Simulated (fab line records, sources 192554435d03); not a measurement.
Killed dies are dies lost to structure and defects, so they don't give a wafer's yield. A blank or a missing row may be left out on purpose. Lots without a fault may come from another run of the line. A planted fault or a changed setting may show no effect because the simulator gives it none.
Which tool did it? | flow n5_finfet | 9 lots, 25 wafers sampled, at 6 steps of a route of 1938

WHAT THE GAUGES READ, wafer by wafer
N5_FIN_SAQP_OCD_MEAS_76. Usual: trench_depth_nm 120.1 nm, standard deviation 1.5.
lot  | measured    | on     | trench_depth_nm (nm) | flag
L709 | day 2 16:08 | ocd-01 | 121.0 117.5 119.5    |
L715 | day 4 02:26 | ocd-01 | 121.8 120.3          |
L722 | day 5 22:10 | ocd-02 | 0.5 0 0              | OFF
L723 | day 6 03:13 | ocd-01 | 0.1 0 0              | OFF
L724 | day 6 09:29 | ocd-02 | 0.4 0.1 0.3          | OFF
L727 | day 7 04:04 | ocd-02 | 120.3 117.8          |
L728 | day 7 12:23 | ocd-01 | 120.4 118.3 119.9    |
L729 | day 7 17:14 | ocd-01 | 121.2 120.0 121.1    |
L730 | day 7 20:44 | ocd-02 | 121.2 119.7 119.2    |

N5_BEOL_M4_RC_MEAS_101. Usual: DIBL_N 35.6 mV/V, standard deviation 1.7; DIBL_P 35.0 mV/V, standard deviation 2; IOFF_N 0.148 nA/um, standard deviation 0.027; IOFF_P 0.19 nA/um, standard deviation 0.032; ION_N 671 uA/um, standard deviation 14; ION_P 460 uA/um, standard deviation 9.1; SS_N 71.3 mV/dec, standard deviation 0.62; SS_P 73.0 mV/dec, standard deviation 0.64; VT_N 251 mV, standard deviation 3.2; VT_P -251.5 mV, standard deviation 2.9.
lot  | measured     | on        | DIBL_N (mV/V)  | DIBL_P (mV/V)  | IOFF_N (nA/um)    | IOFF_P (nA/um) | ION_N (uA/um) | ION_P (uA/um) | SS_N (mV/dec)  | SS_P (mV/dec)  | VT_N (mV)   | VT_P (mV)            | flag
L709 | day 9 13:21  | prober-01 | 33.6 34.8 35.2 | 31.9 34.4 33.7 | 0.105 0.125 0.122 | 0.15 0.18 0.17 | 636 660 650   | 438 452 452   | 70.7 70.5 70.6 | 72.2 73.2 72.0 | 258 251 254 | -257.1 -251.7 -253.8 |
L715 | day 10 01:51 | prober-02 | 35.9 35.4      | 36.2 35.7      | 0.157 0.155       | 0.23 0.22      | 663 680       | 458 465       | 71.7 71.7      | 73.0 72.7      | 250 249     | -249.4 -250.6        |
L727 | day 13 17:23 | prober-02 | 35.5 40.2      | 34.2 40.5      | 0.119 0.222       | 0.18 0.30      | 662 692       | 458 475       | 70.5 72.3      | 72.3 73.4      | 253 247     | -251.4 -244.4        |
L728 | day 13 20:51 | prober-02 | 34.3 36.1 33.4 | 32.5 34.7 31.5 | 0.125 0.166 0.114 | 0.17 0.21 0.16 | 661 677 662   | 453 458 460   | 71.1 71.4 70.9 | 72.1 72.9 71.8 | 250 245 254 | -253.9 -248.5 -254.1 |
L729 | day 14 10:01 | prober-01 | 37.0 36.2 34.6 | 37.4 35.8 33.7 | 0.156 0.144 0.120 | 0.22 0.18 0.16 | 677 680 668   | 472 464 462   | 71.3 71.2 69.9 | 73.3 72.3 72.6 | 250 251 254 | -251.2 -253.6 -252.9 |
L730 | day 14 09:56 | prober-02 | 37.7 35.9 36.3 | 37.6 35.5 36.0 | 0.200 0.155 0.166 | 0.22 0.19 0.20 | 701 679 681   | 468 458 456   | 71.8 71.2 71.3 | 74.1 73.3 73.6 | 246 249 245 | -253.1 -251.3 -250.3 |

WHICH TOOL RAN EACH LOT (tool, then ch and the chambers of the sampled wafers, then the start)
lot  | N5_FIN_SAQP_ETCH_69               | N5_FIN_SAQP_SPACER2_ETCHBACK_29   | N5_FIN_SAQP_MANDREL2_REMOVE_60  | N5_FIN_SAQP_FIN_ETCH_36
L709 | rie_diel-01 ch 0,2, day 2 14:23   | rie_diel-06 ch 0,2, day 2 15:20   | rie_si-04 ch 0,1,2, day 2 15:25 | rie_si-05 ch 0,1,2, day 2 15:55
L715 | rie_diel-06 ch 0,1, day 4 00:54   | rie_diel-06 ch 0,1, day 4 01:41   | rie_si-03 ch 2, day 4 01:46     | rie_si-05 ch 1, day 4 02:13
L722 | rie_diel-06 ch 0,2, day 5 20:46   | rie_diel-06 ch 1,2, day 5 21:25   | rie_si-04 ch 0,1,3, day 5 21:31 | rie_si-03 ch 1,2,3, day 5 21:57
L723 | rie_diel-01 ch 0,2,3, day 6 01:48 | rie_diel-03 ch 1,3, day 6 02:26   | rie_si-03 ch 0,3, day 6 02:31   | rie_si-05 ch 1,3, day 6 02:59
L724 | rie_diel-06 ch 0,1, day 6 07:56   | rie_diel-06 ch 1,3, day 6 08:34   | rie_si-03 ch 1,2, day 6 08:39   | rie_si-05 ch 0,1,3, day 6 09:16
L727 | rie_diel-01 ch 3, day 7 02:29     | rie_diel-01 ch 1,3, day 7 03:19   | rie_si-03 ch 0,1, day 7 03:24   | rie_si-05 ch 1,2, day 7 03:51
L728 | rie_diel-01 ch 0,1,3, day 7 08:10 | rie_diel-06 ch 0,2,3, day 7 11:39 | rie_si-03 ch 2,3, day 7 11:42   | rie_si-05 ch 0,1,2, day 7 12:09
L729 | rie_diel-01 ch 0,2, day 7 15:47   | rie_diel-06 ch 0,2,3, day 7 16:27 | rie_si-04 ch 1,2, day 7 16:32   | rie_si-05 ch 1,3, day 7 17:01
L730 | rie_diel-01 ch 0,2,3, day 7 19:20 | rie_diel-03 ch 0,1, day 7 19:59   | rie_si-03 ch 0,1,3, day 7 20:04 | rie_si-05 ch 1,2, day 7 20:31
- N5_FIN_SAQP_ETCH_69: etches SOC in N2/H2, stops on SiNx, target depth 150 nm.
- N5_FIN_SAQP_SPACER2_ETCHBACK_29: etches SiO2 in CHF3/O2, target depth 12.2 nm, time 6.1 s.
- N5_FIN_SAQP_MANDREL2_REMOVE_60: chemistry HBr/Cl2/O2, target a-Si, stops on SiNx, bt time 10 s.
- N5_FIN_SAQP_FIN_ETCH_36: etches the open film in HBr/Cl2/O2, target depth 120 nm, time 50.4 s.

WHAT THE TOOLS THEMSELVES READ (means of the sampled wafers that have a number; where no wafer has one, the mark that the record gives instead)
N5_FIN_SAQP_ETCH_69. Usual: bias_w 61.00 W, standard deviation 0.17; chamber_pressure_mTorr 30.004 mTorr, standard deviation 0.026; drypump_motor_current_A 5.7 A, standard deviation 0.47; oes_product_au 0.75 a.u., standard deviation 0.091; rf_vpp_V 240.3 V, standard deviation 1; showerhead_plenum_p_Torr 2.50 Torr, standard deviation 0.051; throttle_valve_pct 17.83 %, standard deviation 0.27.
lot  | tool        | bias_w (W) | chamber_pressure_mTorr (mTorr) | drypump_motor_current_A (A) | oes_product_au (a.u.) | rf_vpp_V (V) | showerhead_plenum_p_Torr (Torr) | throttle_valve_pct (%) | flag
L709 | rie_diel-01 | 61.03      | 30.014                         | 5.5                         | 0.67                  | 240.8        | 2.50                            | 18.02                  |
L715 | rie_diel-06 | 61.04      | 30.034                         | 5.8                         | 0.76                  | 240.0        | 2.48                            | 17.61                  |
L722 | rie_diel-06 | 60.99      | 30.008                         | 5.2                         | 0.88                  | 241.0        | 2.55                            | 17.79                  |
L723 | rie_diel-01 | 61.03      | 30.022                         | 5.6                         | 0.82                  | 239.9        | 2.49                            | 17.71                  |
L724 | rie_diel-06 | 60.92      | 30.019                         | 5.8                         | 0.76                  | 239.9        | 2.47                            | 17.57                  |
L727 | rie_diel-01 | 61.17      | 30.020                         | 6.1                         | 0.83                  | 240.8        | 2.47                            | 17.38                  |
L728 | rie_diel-01 | 61.06      | 29.992                         | 5.8                         | 0.73                  | 239.5        | 2.49                            | 17.81                  |
L729 | rie_diel-01 | 61.08      | 30.032                         | 5.5                         | 0.81                  | 240.3        | 2.48                            | 17.83                  |
L730 | rie_diel-01 | 60.93      | 30.008                         | 5.6                         | 0.80                  | 240.2        | 2.48                            | 17.75                  |

N5_FIN_SAQP_SPACER2_ETCHBACK_29. Usual: drypump_motor_current_A 5.7 A, standard deviation 0.44; mfc_ar_sccm 200.0 sccm, standard deviation 0.62; oes_ar_750_au 0.78 a.u., standard deviation 0.092; oes_product_au 0.78 a.u., standard deviation 0.1; rf_vpp_V 525 V, standard deviation 10; showerhead_plenum_p_Torr 2.39 Torr, standard deviation 0.044; throttle_valve_pct 18.94 %, standard deviation 0.26.
lot  | tool        | drypump_motor_current_A (A) | mfc_ar_sccm (sccm) | oes_ar_750_au (a.u.) | oes_product_au (a.u.) | rf_vpp_V (V) | showerhead_plenum_p_Torr (Torr) | throttle_valve_pct (%) | flag
L709 | rie_diel-06 | 5.4                         | 200.3              | 0.90                 | 0.91                  | 528          | 2.39                            | 18.71                  |
L715 | rie_diel-06 | 5.8                         | 200.7              | 0.77                 | 0.76                  | 526          | 2.37                            | 18.80                  |
L722 | rie_diel-06 | 5.2                         | 199.9              | 0.85                 | 0.86                  | 539          | 2.43                            | 18.98                  |
L723 | rie_diel-03 | 5.9                         | 200.0              | 0.94                 | 0.93                  | 519          | 2.45                            | 18.54                  |
L724 | rie_diel-06 | 5.9                         | 200.2              | 0.69                 | 0.69                  | 526          | 2.39                            | 19.16                  |
L727 | rie_diel-01 | 6.2                         | 200.1              | 0.77                 | 0.76                  | 514          | 2.36                            | 18.77                  |
L728 | rie_diel-06 | 5.5                         | 200.2              | 0.80                 | 0.79                  | 528          | 2.39                            | 18.96                  |
L729 | rie_diel-06 | 5.5                         | 199.8              | 0.79                 | 0.80                  | 528          | 2.39                            | 18.97                  |
L730 | rie_diel-03 | 5.4                         | 200.0              | 0.79                 | 0.79                  | 530          | 2.35                            | 18.72                  |

N5_FIN_SAQP_MANDREL2_REMOVE_60. Usual: drypump_motor_current_A 5.5 A, standard deviation 0.39; mfc_cl2_sccm 80.01 sccm, standard deviation 0.26; oes_product_au 1.003 a.u., standard deviation 0.017; throttle_valve_pct 36.9 %, standard deviation 0.37.
lot  | tool      | drypump_motor_current_A (A) | mfc_cl2_sccm (sccm) | oes_product_au (a.u.) | throttle_valve_pct (%) | flag
L709 | rie_si-04 | 5.1                         | 80.04               | 1.005                 | 36.8                   |
L715 | rie_si-03 | 5.5                         | 79.81               | 0.994                 | 37.2                   |
L722 | rie_si-04 | 5.1                         | 80.14               | 1.007                 | 36.6                   |
L723 | rie_si-03 | 5.7                         | 80.28               | 0.978                 | 36.6                   |
L724 | rie_si-03 | 5.7                         | 80.15               | 1.004                 | 37.2                   |
L727 | rie_si-03 | 5.8                         | 80.19               | 0.997                 | 36.8                   |
L728 | rie_si-03 | 5.6                         | 80.04               | 0.998                 | 37.2                   |
L729 | rie_si-04 | 5.1                         | 79.98               | 1.017                 | 37.0                   |
L730 | rie_si-03 | 5.8                         | 79.99               | 1.001                 | 37.0                   |

N5_FIN_SAQP_FIN_ETCH_36. Usual: HBr_flow_sccm 150.0 sccm, standard deviation 0.46; O2_flow_sccm 12.00 sccm, standard deviation 0.033; drypump_motor_current_A 5.7 A, standard deviation 0.46; mfc_cl2_sccm 80.01 sccm, standard deviation 0.23; oes_product_au 1.000 a.u., standard deviation 0.018; throttle_valve_pct 36.3 %, standard deviation 0.42.
lot  | tool      | HBr_flow_sccm (sccm) | O2_flow_sccm (sccm) | drypump_motor_current_A (A) | mfc_cl2_sccm (sccm) | oes_product_au (a.u.) | throttle_valve_pct (%) | flag
L709 | rie_si-05 | 149.9                | 11.99               | 6.1                         | 80.19               | 1.003                 | 36.1                   |
L715 | rie_si-05 | 150.4                | 11.96               | 5.8                         | 80.02               | 1.015                 | 36.1                   |
L722 | rie_si-03 | -                    | -                   | -                           | -                   | -                     | -                      | OFF
L723 | rie_si-05 | -                    | -                   | -                           | -                   | -                     | -                      | OFF
L724 | rie_si-05 | -                    | -                   | -                           | -                   | -                     | -                      | OFF
L727 | rie_si-05 | 149.4                | 12.04               | 6.2                         | 80.00               | 0.993                 | 36.4                   |
L728 | rie_si-05 | 150.5                | 12.02               | 6.1                         | 79.99               | 1.004                 | 36.1                   |
L729 | rie_si-05 | 150.5                | 12.03               | 5.5                         | 79.98               | 0.986                 | 36.6                   |
L730 | rie_si-05 | 150.3                | 12.00               | 6.3                         | 79.99               | 1.009                 | 36.4                   |

THE ANSWER, worked out from the rows above alone
Rule: a lot is off if the mean of its wafers that have a number lies more than 3 standard deviations from the usual mean. A lot without any number at a reading at which 4 lots or more have one is off too. The other lots that the step has rows for count as sound. The gauges are gone through in route order, then the tools' own readings, and for those a lot's mean is taken as printed above. The first step at which some lot is off is used, and at that step the reading that is off furthest; a lot without a number counts as furthest.
Off: L722, L723, L724, at N5_FIN_SAQP_OCD_MEAS_76 (trench_depth_nm).
A tool fits if, at a process step before that reading, it ran every lot that is off, and no sound lot after the first of them. The gauges at N5_FIN_SAQP_OCD_MEAS_76 aren't tried: what is off there is off at N5_FIN_SAQP_FIN_ETCH_36 too, on other tools, and a gauge's error can't cause that. None of those tried fits.

WHAT THE SIMULATOR HAD PUT IN
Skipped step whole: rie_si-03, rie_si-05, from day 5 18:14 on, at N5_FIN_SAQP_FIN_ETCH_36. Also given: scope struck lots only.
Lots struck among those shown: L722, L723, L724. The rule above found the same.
